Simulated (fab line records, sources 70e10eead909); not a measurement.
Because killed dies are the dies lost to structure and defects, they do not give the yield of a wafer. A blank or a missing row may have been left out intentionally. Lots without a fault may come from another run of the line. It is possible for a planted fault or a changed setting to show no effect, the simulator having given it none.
fab line records	flow nandHarc
[record] lots = 12	wafers = 36	lastDay = 33
route steps=1302 shown A_STAIRCASE@738 THIN_TSV@1269 END@1302
lots that met no fault: taken from a fault-free run of the same line
startH: hours from the record's opening day to when the first of the lot's shown wafers began	waitH: hours since the lot's step before	" same as the row above	L1.1+2: several wafers, shown together as one row	- no value, or no start given	* or withheld: withheld	< > ~ a bound
route shown NAME@n: a module of which the file shows steps, and the number in the route of the first	usual: average and standard deviation across the fault-free wafers	same: alike in all rows	chamber/n: place in a boat	sites: each site's reading	_std_site: the values' standard deviation	_edge_site: the outer-site mean with the inner-site mean subtracted	radiusMm: how far each site lies from the wafer's centre	mask NAME#n: copy n	behind: tool/chamber where the wafer was last shaped	hold: why the lot was held/for how many hours/how that ended	device: the n, p or np transistor that did not switch	end of line: the same wafers' tests at the end of the route	where a step has no rows: the recipe by itself	killed: dies lost to structure and defects at the first sort, not the wafer's yield	map: a wafer's dies, x killed, . not, _ none there
set.NAME: the setting the step ran with; set.NAME@STEP: the setting that earlier step ran with	model.NAME: the simulator's own value behind a step, which no gauge read
route steps across a sampled set of lots; one table per step, one row per wafer
services: from which hour (startH, from the record's first day; less than 0 if before it) a tool's chamber was out of use, for how many hours, and why
[[steps]]
[step NHARC_A_STAIRCASE_TRIM_224]
[recipe] timeS = 211.2	o2FlowSccm = 500	arFlowSccm = 0	biasW = 0	chemistry = O2
[usual] drypumpMotorCurrentA = 5.8/0.53	oesProductAu = 1.002/0.012	rfVppV = 57.5/0.82	showerheadPlenumPTorr = 3.43/0.12	throttleValvePct = 17.034/0.0089
[same] biasW = 0	timeS = 211.2
lot.wafer	tool	chamber	startH	waitH	drypumpMotorCurrentA	oesProductAu	rfHoursCounterH	rfVppV	showerheadPlenumPTorr	throttleValvePct
L912.2	rieDiel-09	3	368.08	-	6.6	1.010	14	58.5	3.66	17.021
L912.3	"	3	"	"	6.6	1.009	-	58.0	3.66	17.034
L912.5	"	3	"	"	6.6	0.998	-	57.5	3.66	17.044
L913.1	rieDiel-02	2	376.06	-	4.8	0.983	51	57.2	3.46	17.028
L913.5	"	3	"	"	6.0	0.994	-	57.5	3.37	17.032
L913.6	"	0	"	"	5.6	1.008	-	58.1	3.29	17.042
L914.1	rieDiel-12	2	416.32	-	5.9	1.026	46	57.8	3.47	17.043
L914.6	"	0	"	"	6.8	1.008	-	57.9	3.32	17.031
L914.5	"	1	"	"	6.2	1.024	-	57.5	3.44	17.036
L917.4	rieDiel-09	2	417.05	-	5.5	0.997	28	57.8	3.58	17.028
L917.3	"	0	"	"	5.3	0.985	30	57.6	3.53	17.033
L917.6	"	1	"	"	5.6	1.011	-	58.0	3.67	17.035
L918.4	rieDiel-12	3	437.06	-	5.4	1.007	53	57.6	3.47	17.044
L918.5	"	1	"	"	6.2	1.012	-	56.8	3.44	17.036
L918.6	"	2	"	"	5.9	1.031	-	57.1	3.46	17.025
L923.2	rieDiel-02	1	475.20	-	6.0	0.978	28	56.2	3.33	17.051
L923.1	"	2	"	"	4.8	0.992	27	57.7	3.45	17.023
L923.5	"	3	"	"	6.0	0.996	-	57.4	3.36	17.021
L925.3	rieDiel-12	3	513.83	-	5.3	1.016	23	57.1	3.45	17.026
L925.4	"	0	"	"	6.7	1.015	24	57.7	3.30	17.038
L925.1	"	1	"	"	6.2	0.991	21	58.1	3.43	17.038
L926.1	rieDiel-12	1	516.78	-	6.2	0.990	22	58.5	3.43	17.020
L926.2	"	3	"	"	5.4	1.008	23	56.2	3.45	17.036
L926.3	"	0	"	"	6.8	1.004	24	56.2	3.30	17.041
L932.3	rieDiel-02	0	567.73	-	5.6	1.004	58	55.9	3.26	17.015
L932.4	"	1	"	"	6.0	0.989	53	56.1	3.31	17.025
L932.1	"	2	"	"	4.8	1.004	62	59.1	3.43	17.038
L931.1	rieDiel-02	0	568.52	-	5.6	0.995	58	57.8	3.26	17.027
L931.4	"	1	"	"	6.0	0.978	54	57.4	3.32	17.046
L931.5	"	0	"	"	5.6	0.992	-	57.2	3.26	17.032
L933.2	rieDiel-09	0	589.75	-	5.3	0.992	28	58.4	3.50	17.035
L933.1	"	2	"	"	5.5	1.001	29	58.8	3.55	17.023
L933.3	"	3	"	"	6.6	1.026	29	57.7	3.62	17.022
L934.1	rieDiel-09	3	591.94	-	6.6	1.035	29	59.4	3.62	17.041
L934.6	"	3	"	"	6.6	1.027	-	59.4	3.62	17.052
L934.5	"	0	"	"	5.3	0.993	-	57.6	3.50	17.023
[step NHARC_THIN_TSV_STRIP_62]
[recipe] powerW = 1500	tempC = 250	timeS = 20	chemistry = N2/H2
[usual] drypumpMotorCurrentA = 5.84/0.22	heaterPowerW = 305/31
[same] timeS = 20
lot.wafer	tool	chamber	startH	waitH	drypumpMotorCurrentA	heaterPowerW	rfHoursCounterH
L913.1	plasmaAsher-01	0	581.27	-	5.86	293	9
L913.5	"	0	"	"	5.89	295	-
L913.6	"	1	"	"	5.59	356	-
L912.2	plasmaAsher-01	0	584.90	-	5.86	290	10
L912.3	"	1	"	"	5.60	360	-
L912.5	"	1	"	"	5.57	357	-
L914.1	plasmaAsher-02	0	617.34	-	6.17	273	2
L914.5	"	0	"	"	6.20	267	-
L914.6	"	1	"	"	5.74	294	-
L917.3	plasmaAsher-01	0	619.73	-	5.83	290	-
L917.4	"	1	"	"	5.58	346	-
L917.6	"	1	"	"	5.62	360	-
L918.4	plasmaAsher-02	0	626.67	-	6.20	268	-
L918.6	"	1	"	"	5.75	299	-
L918.5	"	0	"	"	6.18	277	-
L923.1	plasmaAsher-01	1	661.66	-	5.57	355	28
L923.2	"	0	"	"	5.90	299	28
L923.5	"	0	"	"	5.86	293	-
L925.1	plasmaAsher-02	0	700.42	-	6.19	261	22
L925.3	"	0	"	"	6.20	271	-
L925.4	"	1	"	"	5.74	299	-
L926.2	plasmaAsher-02	1	702.26	-	5.73	297	23
L926.1	"	0	"	"	6.18	269	23
L926.3	"	1	"	"	5.74	294	-
L931.1	plasmaAsher-02	0	761.81	-	6.21	275	35
L931.4	"	1	"	"	5.73	302	-
L931.5	"	0	"	"	6.19	275	-
L932.1	plasmaAsher-01	0	763.00	-	5.88	298	9
L932.3	"	0	"	"	5.87	300	-
L932.4	"	1	"	"	5.60	345	-
L934.1	plasmaAsher-01	0	767.20	-	5.87	293	10
L934.5	"	0	"	"	5.86	298	-
L934.6	"	1	"	"	5.61	348	-
L933.2	plasmaAsher-01	0	768.18	-	5.90	292	11
L933.1	"	1	"	"	5.59	350	11
L933.3	"	0	"	"	5.87	294	-
[step NHARC_THIN_TSV_CMP_21]
[recipe] tOverpolishS = 30	targetThkNm = 2000
[usual] edgeZonePressureFrac = 0.999/0.0052	motorCurrentA = 11.8/1.2	overpolishRunS = 30.000/0.0084	padLifeWafers = 221/100
[same] tOverpolishS = 30
lot.wafer	tool	chamber	startH	waitH	edgeZonePressureFrac	motorCurrentA	overpolishRunS	padLifeWafers
L913.1	cmp-02	2	582.99	-	0.992	12.2	30.002	222
L913.5	"	2	"	"	0.998	12.4	30.004	-
L913.6	"	3	"	"	0.991	10.3	29.996	-
L912.3	cmp-04	2	586.58	-	0.999	12.2	29.986	282
L912.2	"	0	"	"	1.003	11.9	29.991	284
L912.5	"	3	"	"	0.992	10.3	29.994	-
L914.1	cmp-01	2	619.11	-	0.996	12.6	30.016	164
L914.5	"	0	"	"	0.994	12.0	30.016	-
L914.6	"	1	"	"	1.007	12.8	30.006	-
L917.3	cmp-01	2	621.44	-	0.992	12.0	29.997	169
L917.4	"	3	"	"	0.999	11.9	29.991	170
L917.6	"	2	"	"	0.994	12.8	29.994	-
L918.4	cmp-01	3	628.33	-	1.001	11.3	30.001	223
L918.5	"	2	"	"	1.002	12.4	30.005	-
L918.6	"	3	"	"	0.997	11.5	29.994	-
L923.2	cmp-02	3	663.36	-	0.996	9.9	29.981	162
L923.1	"	2	"	"	1.002	11.4	30.010	165
L923.5	"	0	"	"	0.994	9.7	29.990	-
L925.3	cmp-01	0	702.14	-	1.000	11.3	30.007	48
L925.4	"	1	"	"	0.996	14.0	30.005	49
L925.1	"	2	"	"	0.992	12.3	30.004	50
L926.1	cmp-01	0	703.99	-	1.003	11.2	30.000	66
L926.2	"	1	"	"	0.997	13.6	30.002	67
L926.3	"	2	"	"	1.001	12.4	29.997	68
L931.1	cmp-04	1	763.52	-	1.002	11.4	30.022	126
L931.4	"	2	"	"	1.009	12.5	30.004	127
L931.5	"	2	"	"	1.005	12.9	29.998	-
L932.1	cmp-02	1	764.75	-	0.999	13.1	30.002	187
L932.3	"	2	"	"	1.002	12.1	29.994	188
L932.4	"	3	"	"	0.990	10.6	29.995	189
L934.1	cmp-04	0	768.95	-	1.011	11.5	30.016	145
L934.5	"	3	"	"	0.998	10.6	29.986	-
L934.6	"	0	"	"	1.002	12.2	29.990	-
L933.2	cmp-01	1	769.98	-	1.009	13.9	30.002	414
L933.3	"	2	"	"	1.004	13.0	29.992	415
L933.1	"	3	"	"	0.997	10.9	29.997	416
[step NHARC_THIN_TSV_STRIP_56]
[recipe] powerW = 1500	tempC = 250	chemistry = O2
[usual] drypumpMotorCurrentA = 5.79/0.2	heaterPowerW = 312/33
lot.wafer	tool	chamber	startH	waitH	drypumpMotorCurrentA	heaterPowerW	rfHoursCounterH
L913.1	plasmaAsher-01	1	585.16	0.1	5.58	349	10
L913.6	"	0	"	"	5.87	284	-
L913.5	"	1	"	"	5.59	360	-
L912.2	plasmaAsher-02	0	588.79	0.1	6.17	272	31
L912.3	"	0	"	"	6.22	274	-
L912.5	"	0	"	"	6.17	272	-
L914.1	plasmaAsher-01	1	621.19	0.1	5.57	367	19
L914.5	"	1	"	"	5.58	358	-
L914.6	"	0	"	"	5.87	282	-
L917.4	plasmaAsher-01	0	623.75	0.2	5.88	286	-
L917.3	"	1	"	"	5.60	348	-
L917.6	"	1	"	"	5.62	353	-
L918.4	plasmaAsher-01	1	630.65	0.2	5.59	353	-
L918.6	"	1	"	"	5.60	334	-
L918.5	"	0	"	"	5.87	281	-
L923.1	plasmaAsher-01	1	665.63	0.1	5.59	364	29
L923.2	"	0	"	"	5.93	291	29
L923.5	"	1	"	"	5.59	367	-
L925.1	plasmaAsher-02	1	704.42	0.1	5.76	292	24
L925.4	"	0	"	"	6.18	269	-
L925.3	"	1	"	"	5.74	298	-
L926.1	plasmaAsher-01	0	706.12	0.1	5.91	289	0
L926.2	"	1	"	"	5.58	346	0
L926.3	"	0	"	"	5.82	297	-
L931.1	plasmaAsher-01	1	765.79	0.1	5.60	352	10
L931.4	"	0	"	"	5.93	291	-
L931.5	"	0	"	"	5.92	286	-
L932.1	plasmaAsher-01	1	766.91	0.1	5.61	344	10
L932.3	"	0	"	"	5.84	299	-
L932.4	"	1	"	"	5.61	348	-
L934.1	plasmaAsher-01	1	771.22	0.1	5.58	350	12
L934.6	"	0	"	"	5.87	297	-
L934.5	"	1	"	"	5.60	341	-
L933.1	plasmaAsher-01	1	772.26	0.2	5.61	339	12
L933.2	"	0	"	"	5.90	287	12
L933.3	"	0	"	"	5.86	294	-
[step NHARC_END_SORT_01]
[recipe] tempC = 25
[usual] killedAtArray = 59/21	killedAtOther = 1.0/1.1	killedAtPeriphery = 4.0/2.6	killedDies = 64/21	killedOpen = 3.2/1.7	killedShort = 2.5/1.5
[same] grossDies = 677
lot.wafer	tool	chamber	startH	waitH	killedAtArray	killedAtOther	killedAtPeriphery	killedDies	killedOpen	killedShort
L925.1	prober-01	0	712.86	2.5	154	1	1	156	4	2
L925.3	prober-01	0	714.48	3.1	103	0	4	107	2	3
L925.4	prober-01	0	715.29	3.4	106	2	3	111	5	1
L926.1	prober-02	0	713.55	2.5	167	0	2	169	2	3
L926.2	prober-02	0	714.36	2.8	133	3	3	139	4	4
L926.3	prober-02	0	715.17	3.1	121	5	6	132	4	3
// killed by level:class
L925.1 A_STAIRCASE:unspecified=103 A_CHANNEL_HOLE_D1:chamberFilmFlake=23 A_CHANNEL_HOLE_D2:chamberFilmFlake=7 A_CONTACT:chamberFilmFlake=5 A_SLIT:chamberFilmFlake=2 A_CHANNEL_FILL_D1:chamberFilmFlake=2 A_DECK1_JOINT:chamberFilmFlake=2 A_WL_FILL:chamberFilmFlake=2
L926.1 A_STAIRCASE:unspecified=103 A_SLIT:chamberFilmFlake=30 A_CHANNEL_HOLE_D2:chamberFilmFlake=11 A_CHANNEL_HOLE_D1:chamberFilmFlake=10 A_STAIRCASE:chamberFilmFlake=5 A_BLC:chamberFilmFlake=2 P_CONTACT:geometricParticle:open=1 P_M2:geometricParticle:open=1
L926.2 A_STAIRCASE:unspecified=62 A_SLIT:chamberFilmFlake=32 A_CHANNEL_HOLE_D2:chamberFilmFlake=12 A_STAIRCASE:chamberFilmFlake=7 A_CHANNEL_HOLE_D1:chamberFilmFlake=6 A_CONTACT:chamberFilmFlake=4 A_CHANNEL_FILL_D2:geometricParticle:open=2 P_STI:chamberFilmFlake=2
L925.3 A_STAIRCASE:unspecified=58 A_CHANNEL_HOLE_D1:chamberFilmFlake=24 A_CONTACT:chamberFilmFlake=4 P_ZERO_WELL:chamberFilmFlake=2 A_SLIT:chamberFilmFlake=2 A_CHANNEL_HOLE_D2:chamberFilmFlake=2 A_CHANNEL_FILL_D1:chamberFilmFlake=2 A_CHANNEL_FILL_D2:chamberFilmFlake=2
L926.3 A_STAIRCASE:unspecified=55 A_SLIT:chamberFilmFlake=31 A_CHANNEL_HOLE_D2:chamberFilmFlake=17 A_CHANNEL_HOLE_D1:chamberFilmFlake=5 A_CHANNEL_FILL_D1:chamberFilmFlake=5 THIN_TSV:chamberFilmFlake=5 P_CONTACT:geometricParticle:open=2 A_STAIRCASE:chamberFilmFlake=2
L925.4 A_STAIRCASE:unspecified=50 A_CHANNEL_HOLE_D1:chamberFilmFlake=30 A_CHANNEL_HOLE_D2:chamberFilmFlake=6 A_CONTACT:chamberFilmFlake=6 A_SLIT:chamberFilmFlake=3 A_STAIRCASE:chamberFilmFlake=3 A_CHANNEL_FILL_D2:chamberFilmFlake=2 THIN_TSV:chamberFilmFlake=2
[[services]]
tool	chamber	startH	hours	kind
rieDiel-09	-	351.97	4.2	repair
cmp-01	-	356.62	0.5	repair
cmp-01	-	381.70	4.0	pm
plasmaAsher-02	-	392.58	7.6	repair
rieDiel-02	-	394.09	9.0	pm
rieDiel-12	3	397.22	12.4	repair
plasmaAsher-02	-	426.13	9.0	pm
plasmaAsher-02	-	451.87	1.3	repair
plasmaAsher-02	-	464.37	2.1	repair
cmp-01	-	479.70	4.0	pm
cmp-01	-	505.93	0.6	repair
plasmaAsher-01	-	519.00	9.0	pm
cmp-01	-	528.35	7.4	repair
cmp-01	-	569.26	2.2	repair
cmp-01	-	577.70	4.0	pm
plasmaAsher-01	-	600.34	0.9	repair
plasmaAsher-02	-	603.13	9.0	pm
cmp-01	-	633.29	0.3	repair
cmp-01	-	663.16	0.3	repair
cmp-01	-	675.70	4.0	pm
cmp-01	-	681.35	7.4	repair
plasmaAsher-01	-	696.00	9.0	pm
plasmaAsher-01	-	740.60	0.6	repair
plasmaAsher-02	-	753.46	4.4	repair
[[key]]
[firstSign] step = NHARC_END_SORT_01	reading = killedAtArray	direction = up	sigmas = 3.4	usual = 59	struck = 131
[effect] step = NHARC_END_SORT_01	reading = killedDies	direction = up	sigmas = 3.4	usual = 64	struck = 136
[moreKillsBornAt] NHARC_A_STAIRCASE_TRIM_224@rieDiel-12 = 428
metAt NHARC_A_STAIRCASE_TRIM_224
struckLots L925,L926
testerLeftOut L925,L926
notActingAt NHARC_THIN_TSV_STRIP_62,NHARC_THIN_TSV_CMP_21,NHARC_THIN_TSV_STRIP_56
onsetBetween 437.06 513.83
[fault] kind = chamberParticleSource	tool = rieDiel-12	chamber = -	onsetH = 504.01	steps = NHARC_A_STAIRCASE_TRIM_224	ratePerVisitCm2 = 1.9222	endH = 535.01
// testerLeftOut: of these lots the tester's yield and bins aren't shown, on N5 and GAA mostly nor the transistor test; their killed dies are dies lost to structure and defects alone, not to doping, threshold or leakage, so they don't give the yield
